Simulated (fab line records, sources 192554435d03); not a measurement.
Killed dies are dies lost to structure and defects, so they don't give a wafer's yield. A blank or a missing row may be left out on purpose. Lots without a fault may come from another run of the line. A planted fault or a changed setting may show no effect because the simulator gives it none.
fab line records | flow n5_finfet
record lots=24 wafers=72 last_day=17
route steps=1938 shown BEOL_M5@1170 BEOL_M6@1194
lots that met no fault: from a run of the same line without faults
start_h: hours from the record's first day to the start of the lot's first wafer shown | wait_h: hours since the lot's step before | " the same as in the row above | L1.1+2: a row that stands for several wafers | - no value, or no start given | * or withheld: withheld | < > ~ a bound
route shown NAME@n: a module of which the file shows steps, and the number in the route of the first | usual: mean/standard deviation of fault-free wafers | same: alike in all rows | chamber/n: place in a boat | sites: the reading at each site | _std_site: their standard deviation | _edge_site: outer sites' mean less inner sites' | radius_mm: how far each site lies from the wafer's centre | mask NAME#n: copy n | behind: the tool/chamber that last shaped the wafer | hold: why the lot was held/for how many hours/how that ended | device: the transistor (n, p or np) that didn't switch | end of line: the same wafers' tests at the end of the route | a step without rows: its recipe alone | killed: dies lost to structure and defects at the first sort, not the wafer's yield | map: a wafer's dies, x killed, . not, _ none there
set.NAME: the setting as run; set.NAME@STEP: as run at that earlier step | model.NAME: the simulator's own value behind a step, which no gauge read
steps of the route over a sample of lots; a table a step, a row a wafer
services: from which hour (start_h, from the record's first day; less than 0 if before it) a tool's chamber was out of use, for how many hours, and why
## steps
# step N5_BEOL_M5_DEGAS_44
# recipe ambient=vacuum temp_c=250 time_s=60
# usual heater_power_w=350/22 susceptor_temp_C=250.01/0.16
# columns lot.wafer tool chamber start_h wait_h heater_power_w susceptor_temp_C
L074.1 pvd_sputter-03 - 176.16 0.3 325 250.07
L074.2 " - " " 402 250.00
L074.4 " - " " 333 249.96
L075.1 pvd_sputter-02 - 182.83 0.5 356 250.29
L075.3 " - " " 350 249.92
L075.4 " - " " 361 249.75
L076.2 pvd_sputter-02 - 191.47 0.4 354 249.87
L076.3 " - " " 381 249.81
L076.5 " - " " 345 249.82
L077.2 pvd_sputter-03 - 203.78 0.5 328 250.01
L077.5 " - " " 330 250.00
L077.6 " - " " 406 250.36
L081.1 pvd_sputter-01 - 207.34 0.3 320 250.28
L081.5 " - " " 324 250.46
L081.6 " - " " 351 249.74
L079.1 pvd_sputter-01 - 210.86 0.5 319 250.18
L079.3 " - " " 360 250.03
L079.4 " - " " 343 250.17
L080.3 pvd_sputter-02 - 210.99 0.2 354 250.05
L080.4 " - " " 349 249.88
L080.5 " - " " 350 249.84
L078.1 pvd_sputter-02 - 211.07 0.3 347 249.83
L078.5 " - " " 339 250.11
L078.6 " - " " 373 249.82
L082.3 pvd_sputter-02 - 216.39 0.3 348 249.96
L082.4 " - " " 389 249.97
L082.6 " - " " 368 250.12
L083.2 pvd_sputter-02 - 224.97 0.2 360 249.86
L083.4 " - " " 344 249.96
L083.5 " - " " 361 249.92
L084.2 pvd_sputter-01 - 231.12 0.3 317 250.22
L084.5 " - " " 328 250.22
L084.6 " - " " 325 250.20
L085.2 pvd_sputter-03 - 252.30 0.3 341 249.87
L085.3 " - " " 329 249.95
L085.4 " - " " 328 250.02
L087.4 pvd_sputter-01 - 252.82 0.2 362 249.96
L087.5 " - " " 326 250.01
L087.6 " - " " 337 249.89
L086.1 pvd_sputter-02 - 261.38 0.6 357 250.08
L086.3 " - " " 345 250.11
L086.4 " - " " 358 250.38
L089.1 pvd_sputter-01 - 265.01 0.7 317 250.12
L089.3 " - " " 360 249.87
L089.4 " - " " 346 249.84
L091.2 pvd_sputter-03 - 267.03 0.5 395 249.85
L091.3 " - " " 323 249.85
L091.5 " - " " 331 249.84
L088.3 pvd_sputter-03 - 267.47 0.5 398 250.03
L088.5 " - " " 328 250.09
L088.6 " - " " 394 249.96
L090.1 pvd_sputter-02 - 271.67 0.6 341 249.83
L090.4 " - " " 368 250.41
L090.6 " - " " 344 249.84
L093.3 pvd_sputter-03 - 282.31 1.6 329 249.84
L093.4 " - " " 325 250.15
L093.5 " - " " 335 250.30
L092.4 pvd_sputter-01 - 292.74 0.2 327 250.04
L092.5 " - " " 338 249.90
L092.6 " - " " 356 249.91
L094.1 pvd_sputter-01 - 300.90 0.6 330 249.96
L094.4 " - " " 324 250.10
L094.6 " - " " 364 249.95
L096.1 pvd_sputter-03 - 316.14 0.3 323 250.06
L096.3 " - " " 354 250.23
L096.5 " - " " 329 250.00
L095.1 pvd_sputter-03 - 316.68 0.3 339 250.13
L095.3 " - " " 324 249.99
L095.4 " - " " 392 249.88
L097.3 pvd_sputter-02 - 320.66 0.4 348 249.91
L097.4 " - " " 338 249.85
L097.6 " - " " 349 249.97
# step N5_BEOL_M5_ANNEAL_49
# recipe temp_c=400 time_s=1800 ambient=vacuum
# usual heater_power_w=868/58 susceptor_temp_C=400.01/0.24
# columns lot.wafer tool chamber start_h wait_h heater_power_w susceptor_temp_C
L074.1 pvd_sputter-03 - 176.96 0.0 849 400.25
L074.2 " - " " 860 400.03
L074.4 " - " " 992 400.18
L075.1 pvd_sputter-01 - 183.93 0.0 864 399.78
L075.3 " - " " 911 400.17
L075.4 " - " " 804 400.01
L076.2 pvd_sputter-01 - 192.24 0.0 827 399.96
L076.3 " - " " 894 399.90
L076.5 " - " " 803 400.00
L077.2 pvd_sputter-02 - 204.73 0.0 958 400.17
L077.5 " - " " 868 399.87
L077.6 " - " " 938 400.12
L081.1 pvd_sputter-03 - 208.16 0.0 808 400.15
L081.5 " - " " 815 400.12
L081.6 " - " " 1002 399.90
L079.1 pvd_sputter-01 - 211.59 0.0 798 400.79
L079.3 " - " " 773 399.99
L079.4 " - " " 857 399.71
L080.3 pvd_sputter-02 - 211.74 0.0 860 399.92
L080.4 " - " " 877 399.92
L080.5 " - " " 893 400.01
L078.1 pvd_sputter-03 - 213.06 0.0 815 399.86
L078.5 " - " " 815 399.89
L078.6 " - " " 859 399.69
L082.3 pvd_sputter-02 - 217.23 0.0 900 399.96
L082.4 " - " " 892 400.13
L082.6 " - " " 876 399.88
L083.2 pvd_sputter-01 - 226.11 0.0 882 400.06
L083.4 " - " " 870 400.00
L083.5 " - " " 860 400.12
L084.2 pvd_sputter-02 - 233.13 0.0 890 399.97
L084.5 " - " " 917 399.92
L084.6 " - " " 888 399.60
L085.2 pvd_sputter-01 - 252.98 0.0 864 400.23
L085.3 " - " " 807 400.29
L085.4 " - " " 792 399.94
L087.4 pvd_sputter-02 - 253.47 0.0 837 399.77
L087.5 " - " " 884 399.68
L087.6 " - " " 904 400.12
L086.1 pvd_sputter-03 - 262.16 0.0 830 399.82
L086.3 " - " " 813 400.24
L086.4 " - " " 858 399.99
L089.1 pvd_sputter-02 - 265.92 0.0 834 400.02
L089.3 " - " " 879 399.93
L089.4 " - " " 882 399.93
L091.2 pvd_sputter-03 - 267.87 0.0 1010 400.31
L091.3 " - " " 801 400.26
L091.5 " - " " 983 400.05
L088.3 pvd_sputter-01 - 269.93 0.0 813 399.91
L088.5 " - " " 928 399.87
L088.6 " - " " 848 400.20
L090.1 pvd_sputter-02 - 272.53 0.0 861 399.78
L090.4 " - " " 884 399.64
L090.6 " - " " 885 399.83
L093.3 pvd_sputter-01 - 283.15 0.0 914 400.05
L093.4 " - " " 851 400.17
L093.5 " - " " 814 400.22
L092.4 pvd_sputter-03 - 294.87 0.0 860 399.82
L092.5 " - " " 803 400.21
L092.6 " - " " 832 399.58
L094.1 pvd_sputter-03 - 301.72 0.0 839 400.15
L094.4 " - " " 992 399.83
L094.6 " - " " 839 399.59
L096.1 pvd_sputter-01 - 316.84 0.0 802 400.14
L096.3 " - " " 846 400.28
L096.5 " - " " 789 400.49
L095.1 pvd_sputter-03 - 317.52 0.0 1003 400.04
L095.3 " - " " 845 400.19
L095.4 " - " " 829 399.81
L097.3 pvd_sputter-01 - 321.45 0.0 814 399.52
L097.4 " - " " 858 399.76
L097.6 " - " " 797 399.83
# step N5_BEOL_M6_ILD_DEP_00
# recipe material=SiCOH_lowk target_thk_a=1797.5 temp_c=300 precursor=DEMS/porogen pressure_torr=5 rf_w=500 time_s=33.4
# usual heater_power_w=312/62 showerhead_plenum_p_Torr=5.744/0.014 susceptor_temp_C=300.00/0.19 throttle_valve_pct=14.3/0.92
# columns lot.wafer tool chamber start_h wait_h heater_power_w showerhead_plenum_p_Torr susceptor_temp_C throttle_valve_pct
L074.1 pecvd-01 1 182.35 0.0 394 5.739 300.03 15.8
L074.2 " 2 " " 316 5.724 300.13 13.0
L074.4 " 0 " " 383 5.737 300.09 13.9
L075.1 pecvd-03 2 189.41 0.0 322 5.741 300.06 13.8
L075.3 " 0 " " 349 5.732 299.91 13.9
L075.4 " 0 " " 344 5.727 300.01 14.2
L076.2 pecvd-04 1 197.90 0.0 363 5.756 299.64 14.7
L076.3 " 2 " " 268 5.750 300.01 14.3
L076.5 " 1 " " 373 5.757 299.69 14.7
L077.2 pecvd-04 0 210.17 0.0 223 5.755 300.13 15.2
L077.5 " 0 " " 231 5.749 299.84 15.2
L077.6 " 1 " " 393 5.748 300.15 15.0
L081.1 pecvd-04 1 213.54 0.0 388 5.749 299.92 14.9
L081.5 " 1 " " 382 5.754 299.93 14.9
L081.6 " 0 " " 201 5.734 299.83 15.1
L079.1 pecvd-04 1 217.00 0.0 380 5.751 300.16 14.9
L079.3 " 0 " " 236 5.753 299.88 15.1
L079.4 " 1 " " 385 5.762 300.15 14.9
L080.3 pecvd-04 0 217.22 0.1 194 5.755 299.96 15.0
L080.4 " 1 " " 358 5.760 300.14 14.9
L080.5 " 1 " " 368 5.757 299.84 15.0
L078.1 pecvd-04 1 218.63 0.0 374 5.736 300.13 14.9
L078.5 " 1 " " 374 5.759 300.25 14.9
L078.6 " 0 " " 225 5.739 299.73 14.7
L082.3 pecvd-01 1 222.61 0.0 357 5.740 299.90 15.9
L082.4 " 0 " " 321 5.734 300.02 13.9
L082.6 " 2 " " 271 5.741 300.05 13.2
L083.2 pecvd-04 2 232.03 0.0 256 5.757 299.82 13.0
L083.4 " 2 " " 261 5.747 299.52 12.9
L083.5 " 0 " " 209 5.759 299.92 15.2
L084.2 pecvd-03 0 238.52 0.0 339 5.730 300.01 14.3
L084.5 " 1 " " 316 5.772 300.19 12.6
L084.6 " 2 " " 339 5.746 300.22 13.6
L085.2 pecvd-03 2 258.37 0.0 333 5.757 299.80 13.8
L085.3 " 0 " " 276 5.718 299.92 14.2
L085.4 " 2 " " 339 5.745 300.05 14.0
L087.4 pecvd-04 2 258.88 0.1 223 5.754 299.84 12.8
L087.5 " 0 " " 234 5.745 299.90 15.2
L087.6 " 1 " " 393 5.763 299.97 15.0
L086.1 pecvd-04 2 267.66 0.0 217 5.732 299.86 12.9
L086.3 " 0 " " 200 5.743 300.27 15.1
L086.4 " 0 " " 203 5.746 299.77 14.9
L089.1 pecvd-03 0 271.31 0.0 336 5.722 300.02 13.7
L089.3 " 1 " " 330 5.773 300.12 13.2
L089.4 " 0 " " 331 5.728 299.79 14.1
L091.2 pecvd-01 1 273.25 0.0 346 5.724 300.47 15.8
L091.3 " 2 " " 287 5.746 299.97 13.4
L091.5 " 1 " " 356 5.735 300.30 15.7
L090.1 pecvd-01 2 278.26 0.0 284 5.740 300.15 13.0
L090.4 " 0 " " 312 5.747 300.02 13.9
L090.6 " 1 " " 334 5.750 299.84 15.9
L088.3 pecvd-01 0 279.31 0.0 393 5.720 299.84 13.6
L088.5 " 2 " " 278 5.733 300.24 13.5
L088.6 " 0 " " 382 5.741 299.81 13.9
L093.3 pecvd-01 1 288.54 0.0 320 5.736 299.45 15.8
L093.4 " 2 " " 304 5.741 300.25 13.0
L093.5 " 1 " " 334 5.748 299.80 15.8
L092.4 pecvd-04 2 300.27 0.1 232 5.750 300.01 13.2
L092.5 " 1 " " 378 5.738 299.63 14.8
L092.6 " 0 " " 181 5.745 300.04 15.3
L094.1 pecvd-01 1 307.34 0.0 364 5.733 300.07 15.9
L094.4 " 1 " " 354 5.749 300.34 16.0
L094.6 " 0 " " 383 5.733 300.10 13.8
L096.1 pecvd-01 0 322.23 0.0 352 5.729 299.92 13.7
L096.3 " 2 " " 286 5.729 300.01 13.2
L096.5 " 0 " " 359 5.744 300.11 14.1
L095.1 pecvd-03 2 322.92 0.0 297 5.736 299.82 14.1
L095.3 " 1 " " 340 5.756 300.45 13.1
L095.4 " 0 " " 336 5.719 299.81 14.1
L097.3 pecvd-03 1 326.83 0.0 310 5.759 300.16 13.1
L097.4 " 2 " " 331 5.743 299.96 14.0
L097.6 " 0 " " 348 5.729 300.15 14.3
# step N5_BEOL_M6_INSPECT_13
# recipe mode=adi inspect_instrument=brightfield
# usual raw_defect_count=410/97
# columns lot.wafer tool chamber start_h wait_h raw_defect_count
L074.1 defect_inspect-01 - 183.48 0.0 429
L074.2 " - " " 389
L074.4 " - " " 496
L075.1 defect_inspect-01 - 191.82 0.0 286
L075.3 " - " " 487
L075.4 " - " " 313
L076.2 defect_inspect-01 - 199.87 0.0 364
L076.3 " - " " 371
L076.5 " - " " 489
L077.2 defect_inspect-01 - 211.59 0.0 489
L077.5 " - " " 419
L077.6 " - " " 546
L081.1 defect_inspect-02 - 216.85 0.0 422
L081.5 " - " " 518
L081.6 " - " " 374
L079.1 defect_inspect-01 - 219.26 0.0 242
L079.3 " - " " 314
L079.4 " - " " 463
L080.3 defect_inspect-02 - 219.43 0.0 357
L080.4 " - " " 304
L080.5 " - " " 398
L078.1 defect_inspect-02 - 219.86 0.0 670
L078.5 " - " " 623
L078.6 " - " " 734
L082.3 defect_inspect-02 - 225.17 0.0 500
L082.4 " - " " 395
L082.6 " - " " 356
L083.2 defect_inspect-02 - 234.33 0.0 413
L083.4 " - " " 440
L083.5 " - " " 270
L084.2 defect_inspect-02 - 241.65 0.0 408
L084.5 " - " " 329
L084.6 " - " " 268
L085.2 defect_inspect-01 - 261.12 0.0 401
L085.3 " - " " 407
L085.4 " - " " 332
L087.4 defect_inspect-01 - 261.29 0.0 427
L087.5 " - " " 347
L087.6 " - " " 374
L086.1 defect_inspect-01 - 271.30 0.0 341
L086.3 " - " " 513
L086.4 " - " " 400
L089.1 defect_inspect-01 - 272.77 0.0 374
L089.3 " - " " 580
L089.4 " - " " 476
L091.2 defect_inspect-01 - 275.39 0.0 508
L091.3 " - " " 362
L091.5 " - " " 376
L090.1 defect_inspect-02 - 280.42 0.0 338
L090.4 " - " " 307
L090.6 " - " " 330
L088.3 defect_inspect-01 - 282.54 0.0 541
L088.5 " - " " 410
L088.6 " - " " 579
L093.3 defect_inspect-01 - 290.75 0.0 359
L093.4 " - " " 335
L093.5 " - " " 395
L092.4 defect_inspect-02 - 302.62 0.0 311
L092.5 " - " " 446
L092.6 " - " " 259
L094.1 defect_inspect-01 - 309.50 0.0 438
L094.4 " - " " 412
L094.6 " - " " 569
L096.1 defect_inspect-02 - 324.98 0.0 447
L096.3 " - " " 501
L096.5 " - " " 529
L095.1 defect_inspect-01 - 325.14 0.0 447
L095.3 " - " " 408
L095.4 " - " " 412
L097.3 defect_inspect-02 - 328.50 0.0 486
L097.4 " - " " 408
L097.6 " - " " 349
# step N5_BEOL_M6_DEGAS_44
# recipe ambient=vacuum temp_c=250 time_s=60
# usual heater_power_w=351/24 susceptor_temp_C=250.00/0.19
# columns lot.wafer tool chamber start_h wait_h heater_power_w susceptor_temp_C
L074.1 pvd_sputter-03 - 186.36 0.3 397 249.88
L074.2 " - " " 343 249.95
L074.4 " - " " 336 250.20
L075.1 pvd_sputter-02 - 195.80 0.7 369 249.78
L075.3 " - " " 350 250.23
L075.4 " - " " 349 249.91
L076.2 pvd_sputter-03 - 204.86 0.2 330 249.94
L076.3 " - " " 397 249.82
L076.5 " - " " 321 249.91
L077.2 pvd_sputter-03 - 217.41 0.8 405 250.11
L077.5 " - " " 330 249.82
L077.6 " - " " 392 250.09
L081.1 pvd_sputter-03 - 218.91 0.5 342 249.96
L081.5 " - " " 402 249.71
L081.6 " - " " 347 250.32
L079.1 pvd_sputter-03 - 222.55 0.4 390 250.33
L079.3 " - " " 348 250.10
L079.4 " - " " 325 250.18
L080.3 pvd_sputter-03 - 222.67 0.2 339 250.14
L080.4 " - " " 343 249.82
L080.5 " - " " 334 250.01
L078.1 pvd_sputter-02 - 223.77 1.0 369 250.00
L078.5 " - " " 350 250.04
L078.6 " - " " 354 249.90
L082.3 pvd_sputter-02 - 228.55 0.3 358 250.53
L082.4 " - " " 345 249.94
L082.6 " - " " 364 250.25
L083.2 pvd_sputter-02 - 237.84 0.3 375 249.95
L083.4 " - " " 361 250.13
L083.5 " - " " 358 249.56
L084.2 pvd_sputter-01 - 244.26 0.3 368 249.93
L084.5 " - " " 335 250.10
L084.6 " - " " 323 250.31
L085.2 pvd_sputter-01 - 264.03 1.0 343 250.32
L085.3 " - " " 359 249.72
L085.4 " - " " 321 250.29
L087.4 pvd_sputter-03 - 266.69 0.6 399 249.94
L087.5 " - " " 344 250.05
L087.6 " - " " 335 249.89
L086.1 pvd_sputter-03 - 275.71 1.0 333 250.02
L086.3 " - " " 347 249.79
L086.4 " - " " 334 250.13
L089.1 pvd_sputter-03 - 276.29 1.1 347 250.17
L089.3 " - " " 331 250.02
L089.4 " - " " 331 249.87
L091.2 pvd_sputter-01 - 277.97 0.8 343 249.84
L091.3 " - " " 357 250.02
L091.5 " - " " 349 249.87
L090.1 pvd_sputter-03 - 283.71 0.6 322 250.00
L090.4 " - " " 403 249.90
L090.6 " - " " 405 249.74
L088.3 pvd_sputter-03 - 286.33 0.5 351 250.47
L088.5 " - " " 334 249.92
L088.6 " - " " 400 249.80
L093.3 pvd_sputter-01 - 295.26 2.5 330 250.07
L093.4 " - " " 317 250.14
L093.5 " - " " 318 249.83
L092.4 pvd_sputter-01 - 305.58 0.9 321 250.03
L092.5 " - " " 366 250.12
L092.6 " - " " 323 249.76
L094.1 pvd_sputter-03 - 312.52 0.4 329 250.19
L094.4 " - " " 327 250.29
L094.6 " - " " 324 249.81
L096.1 pvd_sputter-03 - 327.79 0.4 343 250.45
L096.3 " - " " 396 249.87
L096.5 " - " " 337 250.19
L095.1 pvd_sputter-03 - 327.99 0.3 386 249.93
L095.3 " - " " 332 249.85
L095.4 " - " " 326 250.15
L097.3 pvd_sputter-02 - 330.94 0.3 337 250.07
L097.4 " - " " 352 249.98
L097.6 " - " " 377 250.07
# step N5_BEOL_M6_PRE_CLEAN_45
# recipe gas=H2/He time_s=30 temp_c=250
# usual heater_power_w=351/26 susceptor_temp_C=249.99/0.18
# columns lot.wafer tool chamber start_h wait_h heater_power_w susceptor_temp_C
L074.1 pvd_sputter-03 - 186.40 0.0 391 250.14
L074.2 " - " " 346 250.05
L074.4 " - " " 330 250.08
L075.1 pvd_sputter-02 - 195.84 0.0 379 249.86
L075.3 " - " " 368 249.93
L075.4 " - " " 348 250.12
L076.2 pvd_sputter-03 - 204.90 0.0 332 249.86
L076.3 " - " " 406 249.92
L076.5 " - " " 331 250.17
L077.2 pvd_sputter-03 - 217.45 0.0 406 250.08
L077.5 " - " " 336 249.76
L077.6 " - " " 401 250.18
L081.1 pvd_sputter-03 - 218.95 0.0 331 250.13
L081.5 " - " " 399 249.70
L081.6 " - " " 333 250.34
L079.1 pvd_sputter-03 - 222.59 0.0 402 249.80
L079.3 " - " " 349 250.15
L079.4 " - " " 325 250.01
L080.3 pvd_sputter-03 - 222.71 0.0 342 250.02
L080.4 " - " " 335 250.17
L080.5 " - " " 339 250.23
L078.1 pvd_sputter-02 - 223.81 0.0 378 250.17
L078.5 " - " " 352 249.67
L078.6 " - " " 351 250.23
L082.3 pvd_sputter-02 - 228.59 0.0 343 250.20
L082.4 " - " " 345 250.03
L082.6 " - " " 354 250.30
L083.2 pvd_sputter-02 - 237.88 0.0 372 250.20
L083.4 " - " " 355 249.78
L083.5 " - " " 363 249.83
L084.2 pvd_sputter-01 - 244.30 0.0 366 250.07
L084.5 " - " " 345 249.74
L084.6 " - " " 325 249.80
L085.2 pvd_sputter-01 - 264.07 0.0 348 250.11
L085.3 " - " " 355 250.06
L085.4 " - " " 320 250.04
L087.4 pvd_sputter-03 - 266.73 0.0 407 249.91
L087.5 " - " " 340 250.13
L087.6 " - " " 329 249.95
L086.1 pvd_sputter-03 - 275.75 0.0 332 250.14
L086.3 " - " " 346 250.06
L086.4 " - " " 331 249.75
L089.1 pvd_sputter-03 - 276.33 0.0 343 249.99
L089.3 " - " " 335 249.87
L089.4 " - " " 340 249.85
L091.2 pvd_sputter-01 - 278.01 0.0 334 250.04
L091.3 " - " " 357 250.03
L091.5 " - " " 345 249.58
L090.1 pvd_sputter-03 - 283.75 0.0 329 249.45
L090.4 " - " " 394 250.08
L090.6 " - " " 405 249.95
L088.3 pvd_sputter-03 - 286.37 0.0 341 249.94
L088.5 " - " " 336 249.75
L088.6 " - " " 397 250.22
L093.3 pvd_sputter-01 - 295.30 0.0 331 249.81
L093.4 " - " " 326 249.59
L093.5 " - " " 326 249.89
L092.4 pvd_sputter-01 - 305.62 0.0 325 249.76
L092.5 " - " " 362 250.13
L092.6 " - " " 321 250.01
L094.1 pvd_sputter-03 - 312.56 0.0 328 249.84
L094.4 " - " " 338 250.38
L094.6 " - " " 331 250.03
L096.1 pvd_sputter-03 - 327.83 0.0 352 249.79
L096.3 " - " " 409 249.82
L096.5 " - " " 320 250.03
L095.1 pvd_sputter-03 - 328.03 0.0 404 250.08
L095.3 " - " " 336 250.15
L095.4 " - " " 326 250.13
L097.3 pvd_sputter-02 - 330.98 0.0 344 250.04
L097.4 " - " " 352 249.83
L097.6 " - " " 371 250.00
## services
# columns tool chamber start_h hours kind
pecvd-04 0 154.02 4.6 repair
pecvd-04 0 192.99 2.1 scheduled_down
pecvd-04 2 202.38 - clean
pecvd-04 2 202.38 - consumable_replace:showerhead
pecvd-04 2 202.38 29.0 scheduled_down
pecvd-04 2 202.38 29.0 vent_cycle
pecvd-01 1 216.04 4.4 repair
pvd_sputter-02 - 238.19 1.5 repair
pecvd-01 2 259.72 5.5 scheduled_down
pecvd-03 0 262.20 2.1 scheduled_down
pecvd-04 - 275.15 6.0 pm
pvd_sputter-02 - 285.64 5.0 repair
pecvd-01 1 290.76 2.1 scheduled_down
pecvd-04 1 292.53 5.5 scheduled_down
pecvd-03 - 311.16 3.1 repair
pecvd-01 1 320.58 8.3 repair
pecvd-01 0 329.59 2.1 scheduled_down
## key
fault none
